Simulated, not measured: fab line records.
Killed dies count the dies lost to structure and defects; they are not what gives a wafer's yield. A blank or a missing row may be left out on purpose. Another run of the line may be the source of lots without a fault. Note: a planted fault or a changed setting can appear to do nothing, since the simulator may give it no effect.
What tool caused it? || flow n5_finfet || Sampling: 9 lots, 25 wafers, 5 of 1938 route steps

## WHAT THE GAUGES SHOWED, per wafer
N5_BEOL_M0_OCD_MEAS_108. Usual: trench_depth_nm at 32.8 nm, with a standard deviation of 0.91.
{"lot": "L805", "measured": "day 5 23:11", "on": "ocd-01", "trench_depth_nm (nm)": "31.5 31.9 31.9", "flag": ""}
{"lot": "L806", "measured": "day 6 02:41", "on": "ocd-01", "trench_depth_nm (nm)": "32.4 31.4 32.2", "flag": ""}
{"lot": "L807", "measured": "day 6 11:43", "on": "ocd-01", "trench_depth_nm (nm)": "34.2 32.3 31.8", "flag": ""}
{"lot": "L814", "measured": "day 7 22:14", "on": "ocd-01", "trench_depth_nm (nm)": "32.4 32.2", "flag": ""}
{"lot": "L816", "measured": "day 8 12:50", "on": "ocd-02", "trench_depth_nm (nm)": "33.0 33.5 32.5", "flag": ""}
{"lot": "L817", "measured": "day 8 19:42", "on": "ocd-02", "trench_depth_nm (nm)": "32.2 32.3 32.7", "flag": ""}
{"lot": "L819", "measured": "day 9 03:20", "on": "ocd-02", "trench_depth_nm (nm)": "33.8 33.4", "flag": ""}
{"lot": "L820", "measured": "day 9 12:38", "on": "ocd-02", "trench_depth_nm (nm)": "32.6 31.7 32.2", "flag": ""}
{"lot": "L822", "measured": "day 9 23:49", "on": "ocd-02", "trench_depth_nm (nm)": "34.0 33.2 31.4", "flag": ""}

N5_BEOL_M4_RC_MEAS_101. Usual: DIBL_N 36.3 mV/V, standard deviation 1.9; DIBL_P 36.6 mV/V, standard deviation 2.4; IOFF_N 0.17 nA/um, standard deviation 0.037; IOFF_P 0.23 nA/um, standard deviation 0.04; ION_N 682 uA/um, standard deviation 14; ION_P 468 uA/um, standard deviation 8.6; SS_N 71.6 mV/dec, standard deviation 0.67; SS_P 73.4 mV/dec, standard deviation 0.71; VT_N 248 mV, standard deviation 3.3; VT_P -248.9 mV, standard deviation 2.9.
{"lot": "L805", "measured": "day 9 21:41", "on": "prober-01", "DIBL_N (mV/V)": "34.6 36.1 36.3", "DIBL_P (mV/V)": "35.2 38.3 37.0", "IOFF_N (nA/um)": "0.14 0.16 0.15", "IOFF_P (nA/um)": "0.17 0.23 0.20", "ION_N (uA/um)": "671 682 672", "ION_P (uA/um)": "456 465 457", "SS_N (mV/dec)": "70.7 71.6 71.6", "SS_P (mV/dec)": "72.3 73.7 73.0", "VT_N (mV)": "253 247 250", "VT_P (mV)": "-252.2 -250.2 -252.8", "flag": ""}
{"lot": "L806", "measured": "day 9 21:16", "on": "prober-02", "DIBL_N (mV/V)": "36.9 39.7 34.5", "DIBL_P (mV/V)": "37.1 39.7 34.6", "IOFF_N (nA/um)": "0.17 0.26 0.13", "IOFF_P (nA/um)": "0.23 0.29 0.19", "ION_N (uA/um)": "666 687 652", "ION_P (uA/um)": "460 468 454", "SS_N (mV/dec)": "72.4 72.9 70.9", "SS_P (mV/dec)": "73.1 74.1 72.6", "VT_N (mV)": "251 242 254", "VT_P (mV)": "-250.3 -244.7 -249.8", "flag": ""}
{"lot": "L807", "measured": "day 9 01:44", "on": "prober-02", "DIBL_N (mV/V)": "38.4 35.0 38.3", "DIBL_P (mV/V)": "39.9 36.2 40.1", "IOFF_N (nA/um)": "0.23 0.15 0.21", "IOFF_P (nA/um)": "0.31 0.23 0.29", "ION_N (uA/um)": "712 681 688", "ION_P (uA/um)": "486 475 474", "SS_N (mV/dec)": "71.0 71.3 72.5", "SS_P (mV/dec)": "73.5 73.2 74.1", "VT_N (mV)": "242 248 246", "VT_P (mV)": "-240.0 -247.9 -244.0", "flag": ""}
{"lot": "L814", "measured": "day 11 09:14", "on": "prober-02", "DIBL_N (mV/V)": "37.4 37.6", "DIBL_P (mV/V)": "36.5 36.8", "IOFF_N (nA/um)": "0.17 0.18", "IOFF_P (nA/um)": "0.21 0.22", "ION_N (uA/um)": "672 683", "ION_P (uA/um)": "460 463", "SS_N (mV/dec)": "72.0 71.8", "SS_P (mV/dec)": "73.4 73.4", "VT_N (mV)": "250 247", "VT_P (mV)": "-250.9 -249.2", "flag": ""}
{"lot": "L816", "measured": "day 12 11:08", "on": "prober-02", "DIBL_N (mV/V)": "33.7 35.0 33.2", "DIBL_P (mV/V)": "34.2 35.3 33.7", "IOFF_N (nA/um)": "0.13 0.15 0.14", "IOFF_P (nA/um)": "0.19 0.21 0.19", "ION_N (uA/um)": "677 675 691", "ION_P (uA/um)": "461 466 471", "SS_N (mV/dec)": "70.7 71.3 71.0", "SS_P (mV/dec)": "73.3 73.5 72.5", "VT_N (mV)": "251 250 248", "VT_P (mV)": "-250.4 -251.8 -250.7", "flag": ""}
{"lot": "L817", "measured": "day 12 13:59", "on": "prober-02", "DIBL_N (mV/V)": "37.4 37.4 35.4", "DIBL_P (mV/V)": "36.6 37.6 35.2", "IOFF_N (nA/um)": "0.16 0.16 0.13", "IOFF_P (nA/um)": "0.20 0.21 0.19", "ION_N (uA/um)": "685 696 676", "ION_P (uA/um)": "459 471 466", "SS_N (mV/dec)": "71.6 71.8 71.3", "SS_P (mV/dec)": "72.4 73.2 72.6", "VT_N (mV)": "248 249 251", "VT_P (mV)": "-250.5 -248.8 -250.7", "flag": ""}
{"lot": "L819", "measured": "day 13 06:04", "on": "prober-02", "DIBL_N (mV/V)": "36.3 35.1", "DIBL_P (mV/V)": "37.2 35.8", "IOFF_N (nA/um)": "0.18 0.15", "IOFF_P (nA/um)": "0.20 0.18", "ION_N (uA/um)": "693 676", "ION_P (uA/um)": "471 455", "SS_N (mV/dec)": "70.9 71.2", "SS_P (mV/dec)": "74.6 73.4", "VT_N (mV)": "245 251", "VT_P (mV)": "-252.2 -253.6", "flag": ""}
{"lot": "L820", "measured": "day 13 22:39", "on": "prober-01", "DIBL_N (mV/V)": "37.7 39.6 38.3", "DIBL_P (mV/V)": "39.2 40.3 38.9", "IOFF_N (nA/um)": "0.20 0.25 0.20", "IOFF_P (nA/um)": "0.25 0.26 0.24", "ION_N (uA/um)": "690 694 688", "ION_P (uA/um)": "472 473 468", "SS_N (mV/dec)": "71.7 72.6 72.4", "SS_P (mV/dec)": "73.4 74.0 73.3", "VT_N (mV)": "245 247 251", "VT_P (mV)": "-248.1 -247.4 -251.3", "flag": ""}
{"lot": "L822", "measured": "day 14 20:04", "on": "prober-02", "DIBL_N (mV/V)": "39.5 35.7 39.1", "DIBL_P (mV/V)": "40.4 33.7 37.5", "IOFF_N (nA/um)": "0.24 0.14 0.22", "IOFF_P (nA/um)": "0.28 0.16 0.23", "ION_N (uA/um)": "717 691 691", "ION_P (uA/um)": "490 463 465", "SS_N (mV/dec)": "72.4 71.7 72.9", "SS_P (mV/dec)": "74.6 72.8 73.6", "VT_N (mV)": "243 251 243", "VT_P (mV)": "-248.3 -255.1 -250.1", "flag": ""}

## WHICH TOOL RAN EACH LOT (tool, then ch and the chambers of the sampled wafers, then the start)
{"lot": "L805", "N5_BEOL_M0_SAQP_STRIP_75": "rie_diel-01 ch 0,1,2, day 5 20:49", "N5_BEOL_M0_CUTY_ETCH_63": "rie_diel-04 ch 0,1,2, day 5 21:14", "N5_BEOL_M0_ETCH_138": "rie_diel-04 ch 0,1,2, day 5 21:22"}
{"lot": "L806", "N5_BEOL_M0_SAQP_STRIP_75": "rie_diel-06 ch 0,1, day 6 00:46", "N5_BEOL_M0_CUTY_ETCH_63": "rie_diel-04 ch 0,2,3, day 6 01:14", "N5_BEOL_M0_ETCH_138": "rie_diel-04 ch 0,2,3, day 6 01:21"}
{"lot": "L807", "N5_BEOL_M0_SAQP_STRIP_75": "rie_diel-06 ch 0,1,2, day 6 04:47", "N5_BEOL_M0_CUTY_ETCH_63": "rie_diel-04 ch 1,2,3, day 6 05:21", "N5_BEOL_M0_ETCH_138": "rie_diel-04 ch 1,2,3, day 6 05:29"}
{"lot": "L814", "N5_BEOL_M0_SAQP_STRIP_75": "rie_diel-01 ch 2,3, day 7 20:21", "N5_BEOL_M0_CUTY_ETCH_63": "rie_diel-04 ch 2,3, day 7 20:55", "N5_BEOL_M0_ETCH_138": "rie_diel-04 ch 2,3, day 7 21:02"}
{"lot": "L816", "N5_BEOL_M0_SAQP_STRIP_75": "rie_diel-06 ch 1,2, day 8 09:16", "N5_BEOL_M0_CUTY_ETCH_63": "rie_diel-04 ch 0,3, day 8 09:52", "N5_BEOL_M0_ETCH_138": "rie_diel-04 ch 0,3, day 8 10:00"}
{"lot": "L817", "N5_BEOL_M0_SAQP_STRIP_75": "rie_diel-06 ch 0,1,3, day 8 16:19", "N5_BEOL_M0_CUTY_ETCH_63": "rie_diel-04 ch 0,2,3, day 8 17:10", "N5_BEOL_M0_ETCH_138": "rie_diel-04 ch 0,2,3, day 8 17:17"}
{"lot": "L819", "N5_BEOL_M0_SAQP_STRIP_75": "rie_diel-06 ch 3, day 9 01:21", "N5_BEOL_M0_CUTY_ETCH_63": "rie_diel-02 ch 0,1, day 9 01:47", "N5_BEOL_M0_ETCH_138": "rie_diel-02 ch 0,1, day 9 01:55"}
{"lot": "L820", "N5_BEOL_M0_SAQP_STRIP_75": "rie_diel-01 ch 1,2,3, day 9 09:20", "N5_BEOL_M0_CUTY_ETCH_63": "rie_diel-03 ch 0,1,3, day 9 09:54", "N5_BEOL_M0_ETCH_138": "rie_diel-03 ch 0,1,3, day 9 10:02"}
{"lot": "L822", "N5_BEOL_M0_SAQP_STRIP_75": "rie_diel-01 ch 1,2,3, day 9 19:33", "N5_BEOL_M0_CUTY_ETCH_63": "rie_diel-02 ch 0,1,2, day 9 20:07", "N5_BEOL_M0_ETCH_138": "rie_diel-02 ch 0,1,2, day 9 20:14"}
- N5_BEOL_M0_SAQP_STRIP_75: strips in CF4.
- N5_BEOL_M0_CUTY_ETCH_63: etches SOC in N2/H2, target depth 82.7 nm, overetch 16.5 nm, time 124 s.
- N5_BEOL_M0_ETCH_138: etches SiCN in CH3F/O2, target depth 12 nm, time 31.6 s.

## AS READ BY THE TOOLS THEMSELVES (means over the sampled wafers that have a number; for cases with no such wafer, the mark the record gives instead)
N5_BEOL_M0_SAQP_STRIP_75. Usual: cf4_flow_sccm 150.0 sccm, standard deviation 0.66; drypump_motor_current_A 5.6 A, standard deviation 0.4; oes_product_au 0.184 a.u., standard deviation 0.019; rf_vpp_V 271.1 V, standard deviation 1.5; showerhead_plenum_p_Torr 1.79 Torr, standard deviation 0.065; throttle_valve_pct 13.56 %, standard deviation 0.26.
{"lot": "L805", "tool": "rie_diel-01", "cf4_flow_sccm (sccm)": 150.0, "drypump_motor_current_A (A)": 5.5, "oes_product_au (a.u.)": 0.166, "rf_vpp_V (V)": 271.9, "showerhead_plenum_p_Torr (Torr)": 1.83, "throttle_valve_pct (%)": 13.71, "flag": ""}
{"lot": "L806", "tool": "rie_diel-06", "cf4_flow_sccm (sccm)": 150.1, "drypump_motor_current_A (A)": 5.3, "oes_product_au (a.u.)": 0.189, "rf_vpp_V (V)": 271.6, "showerhead_plenum_p_Torr (Torr)": 1.79, "throttle_valve_pct (%)": 13.46, "flag": ""}
{"lot": "L807", "tool": "rie_diel-06", "cf4_flow_sccm (sccm)": 150.0, "drypump_motor_current_A (A)": 5.6, "oes_product_au (a.u.)": 0.186, "rf_vpp_V (V)": 270.7, "showerhead_plenum_p_Torr (Torr)": 1.77, "throttle_valve_pct (%)": 13.57, "flag": ""}
{"lot": "L814", "tool": "rie_diel-01", "cf4_flow_sccm (sccm)": 149.9, "drypump_motor_current_A (A)": 5.6, "oes_product_au (a.u.)": 0.193, "rf_vpp_V (V)": 272.3, "showerhead_plenum_p_Torr (Torr)": 1.86, "throttle_valve_pct (%)": 13.64, "flag": ""}
{"lot": "L816", "tool": "rie_diel-06", "cf4_flow_sccm (sccm)": 150.2, "drypump_motor_current_A (A)": 5.7, "oes_product_au (a.u.)": 0.195, "rf_vpp_V (V)": 269.7, "showerhead_plenum_p_Torr (Torr)": 1.75, "throttle_valve_pct (%)": 13.53, "flag": ""}
{"lot": "L817", "tool": "rie_diel-06", "cf4_flow_sccm (sccm)": 150.3, "drypump_motor_current_A (A)": 5.7, "oes_product_au (a.u.)": 0.189, "rf_vpp_V (V)": 270.1, "showerhead_plenum_p_Torr (Torr)": 1.75, "throttle_valve_pct (%)": 13.41, "flag": ""}
{"lot": "L819", "tool": "rie_diel-06", "cf4_flow_sccm (sccm)": 150.1, "drypump_motor_current_A (A)": 6.4, "oes_product_au (a.u.)": 0.170, "rf_vpp_V (V)": 269.4, "showerhead_plenum_p_Torr (Torr)": 1.70, "throttle_valve_pct (%)": 13.31, "flag": ""}
{"lot": "L820", "tool": "rie_diel-01", "cf4_flow_sccm (sccm)": 149.7, "drypump_motor_current_A (A)": 5.6, "oes_product_au (a.u.)": 0.176, "rf_vpp_V (V)": 272.8, "showerhead_plenum_p_Torr (Torr)": 1.86, "throttle_valve_pct (%)": 13.76, "flag": ""}
{"lot": "L822", "tool": "rie_diel-01", "cf4_flow_sccm (sccm)": 150.5, "drypump_motor_current_A (A)": 5.6, "oes_product_au (a.u.)": 0.181, "rf_vpp_V (V)": 272.0, "showerhead_plenum_p_Torr (Torr)": 1.85, "throttle_valve_pct (%)": 13.76, "flag": ""}

N5_BEOL_M0_CUTY_ETCH_63. Usual: drypump_motor_current_A 6.06 A, standard deviation 0.18; oes_product_au 0.64 a.u., standard deviation 0.065; rf_vpp_V 522.2 V, standard deviation 2.3; showerhead_plenum_p_Torr 2.48 Torr, standard deviation 0.079; throttle_valve_pct 17.81 %, standard deviation 0.26.
{"lot": "L805", "tool": "rie_diel-04", "drypump_motor_current_A (A)": 5.95, "oes_product_au (a.u.)": 0.60, "rf_vpp_V (V)": 521.9, "showerhead_plenum_p_Torr (Torr)": 2.46, "throttle_valve_pct (%)": 17.93, "flag": ""}
{"lot": "L806", "tool": "rie_diel-04", "drypump_motor_current_A (A)": 5.97, "oes_product_au (a.u.)": 0.60, "rf_vpp_V (V)": 521.7, "showerhead_plenum_p_Torr (Torr)": 2.46, "throttle_valve_pct (%)": 17.95, "flag": ""}
{"lot": "L807", "tool": "rie_diel-04", "drypump_motor_current_A (A)": 6.01, "oes_product_au (a.u.)": 0.63, "rf_vpp_V (V)": 522.0, "showerhead_plenum_p_Torr (Torr)": 2.47, "throttle_valve_pct (%)": 18.02, "flag": ""}
{"lot": "L814", "tool": "rie_diel-04", "drypump_motor_current_A (A)": 5.96, "oes_product_au (a.u.)": 0.61, "rf_vpp_V (V)": 522.0, "showerhead_plenum_p_Torr (Torr)": 2.48, "throttle_valve_pct (%)": 18.09, "flag": ""}
{"lot": "L816", "tool": "rie_diel-04", "drypump_motor_current_A (A)": 6.10, "oes_product_au (a.u.)": 0.62, "rf_vpp_V (V)": 520.8, "showerhead_plenum_p_Torr (Torr)": 2.44, "throttle_valve_pct (%)": 17.90, "flag": ""}
{"lot": "L817", "tool": "rie_diel-04", "drypump_motor_current_A (A)": 5.97, "oes_product_au (a.u.)": 0.60, "rf_vpp_V (V)": 521.4, "showerhead_plenum_p_Torr (Torr)": 2.46, "throttle_valve_pct (%)": 17.98, "flag": ""}
{"lot": "L819", "tool": "rie_diel-02", "drypump_motor_current_A (A)": 6.28, "oes_product_au (a.u.)": 0.72, "rf_vpp_V (V)": 524.8, "showerhead_plenum_p_Torr (Torr)": 2.58, "throttle_valve_pct (%)": 17.62, "flag": ""}
{"lot": "L820", "tool": "rie_diel-03", "drypump_motor_current_A (A)": 5.76, "oes_product_au (a.u.)": 0.61, "rf_vpp_V (V)": 522.4, "showerhead_plenum_p_Torr (Torr)": 2.49, "throttle_valve_pct (%)": 17.93, "flag": ""}
{"lot": "L822", "tool": "rie_diel-02", "drypump_motor_current_A (A)": 6.24, "oes_product_au (a.u.)": 0.68, "rf_vpp_V (V)": 523.9, "showerhead_plenum_p_Torr (Torr)": 2.53, "throttle_valve_pct (%)": 17.57, "flag": ""}

N5_BEOL_M0_ETCH_138. Usual: drypump_motor_current_A 6.06 A, standard deviation 0.19; etch_rf_on_time_s 29.1 s, standard deviation 1.2; oes_product_au 0.67 a.u., standard deviation 0.073; rf_vpp_V 296.4 V, standard deviation 1.5; showerhead_plenum_p_Torr 1.96 Torr, standard deviation 0.063; throttle_valve_pct 16.35 %, standard deviation 0.21.
{"lot": "L805", "tool": "rie_diel-04", "drypump_motor_current_A (A)": 5.94, "etch_rf_on_time_s (s)": 28.3, "oes_product_au (a.u.)": 0.63, "rf_vpp_V (V)": 296.4, "showerhead_plenum_p_Torr (Torr)": 1.94, "throttle_valve_pct (%)": 16.47, "flag": ""}
{"lot": "L806", "tool": "rie_diel-04", "drypump_motor_current_A (A)": 5.99, "etch_rf_on_time_s (s)": 30.0, "oes_product_au (a.u.)": 0.63, "rf_vpp_V (V)": 296.0, "showerhead_plenum_p_Torr (Torr)": 1.94, "throttle_valve_pct (%)": 16.48, "flag": ""}
{"lot": "L807", "tool": "rie_diel-04", "drypump_motor_current_A (A)": 6.01, "etch_rf_on_time_s (s)": 29.5, "oes_product_au (a.u.)": 0.65, "rf_vpp_V (V)": 295.8, "showerhead_plenum_p_Torr (Torr)": 1.94, "throttle_valve_pct (%)": 16.49, "flag": ""}
{"lot": "L814", "tool": "rie_diel-04", "drypump_motor_current_A (A)": 5.97, "etch_rf_on_time_s (s)": 26.1, "oes_product_au (a.u.)": 0.69, "rf_vpp_V (V)": 296.3, "showerhead_plenum_p_Torr (Torr)": 1.94, "throttle_valve_pct (%)": 16.55, "flag": ""}
{"lot": "L816", "tool": "rie_diel-04", "drypump_motor_current_A (A)": 6.08, "etch_rf_on_time_s (s)": 27.3, "oes_product_au (a.u.)": 0.68, "rf_vpp_V (V)": 294.9, "showerhead_plenum_p_Torr (Torr)": 1.92, "throttle_valve_pct (%)": 16.44, "flag": ""}
{"lot": "L817", "tool": "rie_diel-04", "drypump_motor_current_A (A)": 5.98, "etch_rf_on_time_s (s)": 27.1, "oes_product_au (a.u.)": 0.66, "rf_vpp_V (V)": 296.3, "showerhead_plenum_p_Torr (Torr)": 1.93, "throttle_valve_pct (%)": 16.53, "flag": ""}
{"lot": "L819", "tool": "rie_diel-02", "drypump_motor_current_A (A)": 6.28, "etch_rf_on_time_s (s)": 29.5, "oes_product_au (a.u.)": 0.75, "rf_vpp_V (V)": 298.2, "showerhead_plenum_p_Torr (Torr)": 2.05, "throttle_valve_pct (%)": 16.17, "flag": ""}
{"lot": "L820", "tool": "rie_diel-03", "drypump_motor_current_A (A)": 5.75, "etch_rf_on_time_s (s)": 29.6, "oes_product_au (a.u.)": 0.63, "rf_vpp_V (V)": 296.8, "showerhead_plenum_p_Torr (Torr)": 1.96, "throttle_valve_pct (%)": 16.48, "flag": ""}
{"lot": "L822", "tool": "rie_diel-02", "drypump_motor_current_A (A)": 6.26, "etch_rf_on_time_s (s)": 29.6, "oes_product_au (a.u.)": 0.71, "rf_vpp_V (V)": 297.6, "showerhead_plenum_p_Torr (Torr)": 2.00, "throttle_valve_pct (%)": 16.17, "flag": ""}

## THE ANSWER, worked out from the rows above alone
Rule: a lot counts as off when the mean over its wafers that have a number is more than 3 standard deviations away from the usual mean. A lot without any number at a reading at which 4 lots or more have one is off too. The other lots that the step has rows for count as sound. The gauges are gone through in route order, then the tools' own readings, and for those a lot's mean is taken as printed above. At the first step where some lot is off, the reading lying furthest off is the one used; lots without a number count as furthest.
Nothing can be told from this: no lot is off at any reading shown.

## WHAT THE SIMULATOR HAD INSERTED
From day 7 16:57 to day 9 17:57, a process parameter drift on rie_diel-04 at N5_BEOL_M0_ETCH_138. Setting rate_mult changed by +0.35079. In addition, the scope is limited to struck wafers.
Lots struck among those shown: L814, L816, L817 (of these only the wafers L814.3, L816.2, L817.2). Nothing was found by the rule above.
